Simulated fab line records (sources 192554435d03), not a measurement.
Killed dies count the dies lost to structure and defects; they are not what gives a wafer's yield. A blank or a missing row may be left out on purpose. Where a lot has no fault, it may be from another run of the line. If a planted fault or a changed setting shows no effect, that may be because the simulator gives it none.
Split-lot trial -- flow n5Finfet -- on a route of 1938 steps: 7 lots, 21 wafers read

== THE SPLIT ITSELF ==
At N5_BEOL_M11_DESCUM_16 (chemistry O2, time 7.9 s), the setting timeS was moved away from the recipe's 7.9 s on 8 of the 21 wafers read, by -20.1% to +16.4%. For the rest of the wafers, this setting stayed at what the recipe calls for.

There is no step in the file separating the split from the reading.

== THE READING ==
CAR-ArF_of_BEOL_M11_COAT_05.thkNm (the simulator's own value, which no gauge read), in nm, at N5_BEOL_M11_ETCH_61 (etches SiARC in CF4, target depth 39 nm, time 65 s). The file does not state a usual value for it. The 13 wafers here that ran the recipe average 55.4 nm, standard deviation 0.24 nm.

wafer,"tool, chamber at the split","timeS as run, s",against the recipe,"CAR-ArF_of_BEOL_M11_COAT_05.thkNm, nm",against lot-mates on the recipe
L079.1,"rieDiel-02, 0,3",7.9,recipe,55.4,-
L079.3,"rieDiel-02, 1",7.9,recipe,55.6,-
L079.4,"rieDiel-02, 0,3",7.9,recipe,55.4,-
L078.2,"rieDiel-04, 3",6.625,-16.1%,56.6,+1.0
L078.3,"rieDiel-04, 1",7.9,recipe,55.6,-
L078.6,"rieDiel-04, 1",6.625,-16.1%,56.6,+1.0
L085.3,"rieDiel-03, 2",7.9,recipe,55.2,-
L085.4,"rieDiel-03, 3",9.194,+16.4%,54.6,-0.6
L085.5,"rieDiel-03, 2",7.9,recipe,55.2,-
L084.3,"rieDiel-02, 2",6.315,-20.1%,56,+1.0
L084.4,"rieDiel-02, 1",7.9,recipe,55,-
L084.5,"rieDiel-02, 0",6.315,-20.1%,56.4,+1.4
L088.1,"rieDiel-02, 0",7.9,recipe,55,-
L088.3,"rieDiel-02, 3",6.982,-11.6%,55.8,+0.6
L088.4,"rieDiel-02, 1",7.9,recipe,55.4,-
L091.2,"rieDiel-02, 2",7.9,recipe,55,-
L091.3,"rieDiel-02, 3",7.9,recipe,55.6,-
L091.6,"rieDiel-02, 0",8.954,+13.3%,55,-0.3
L097.2,"rieDiel-03, 3",7.9,recipe,55.6,-
L097.3,"rieDiel-03, 2",7.9,recipe,55.6,-
L097.5,"rieDiel-03, 3",8.771,+11.0%,55,-0.6
The file does not say which wafer passed through which chamber wherever a row lists several chambers: such a row stands for several wafers.

THE FIT
A straight line over all 21 wafers: CAR-ArF_of_BEOL_M11_COAT_05.thkNm changes by -0.0484 nm for each +1% of timeS; r = -0.88; the points scatter about the line by 0.27 nm.
The same after taking each lot's own level away (the mean of its wafers on the recipe; 21 wafers): -0.0519 nm for each +1%; r = -0.95; scatter 0.18 nm.
On that fit, the largest move of timeS shifts the reading by 1 nm.
Measured against the standard deviation above, the lots' own levels, which go from 55.00 to 55.60 nm, span 2.5 times it.
So the lot-to-lot level changes the slope little: the two slopes agree.
Check: with one of the wafers moved furthest among these (-20.1%) left out of the fit, the line predicts +1.13 nm for it against its lot-mates. Against them it came out at +1 nm.

== FURTHER SPLITS ON THESE WAFERS ==
These wafers also went through other splits before the reading. Each is held against what the fit with the lots' levels taken away leaves over:
other split on the same wafers,wafers away from the commonest value,r with CAR-ArF_of_BEOL_M11_COAT_05.thkNm (lot level and that fit taken away)
N5_BEOL_M10_COAT_60 spinRpm,7,-0.11
N5_BEOL_M10_COAT_05 spinRpm,12,+0.08
N5_BEOL_M11_EXPOSE_08 doseMj,3,+0.05

== THE WHOLE CHAIN: every reading that the file lists as answering this split, in the file's order ==
step,what it does,reading,change (the file's fit),r (the file's)
N5_BEOL_M11_DESCUM_16,"chemistry O2, time 7.9 s","CAR-ArF_of_BEOL_M11_COAT_05.thkNm (the simulator's own value, which no gauge read)",-0.048 nm for each +1% of the setting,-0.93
N5_BEOL_M11_ETCH_61,"etches SiARC in CF4, target depth 39 nm, time 65 s","CAR-ArF_of_BEOL_M11_COAT_05.thkNm (the simulator's own value, which no gauge read)",-0.0495 nm for each +1% of the setting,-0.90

== THE FILE'S OWN FIT ==
CAR-ArF_of_BEOL_M11_COAT_05.thkNm changes by -0.0495 nm for each +1% of timeS, r = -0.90.
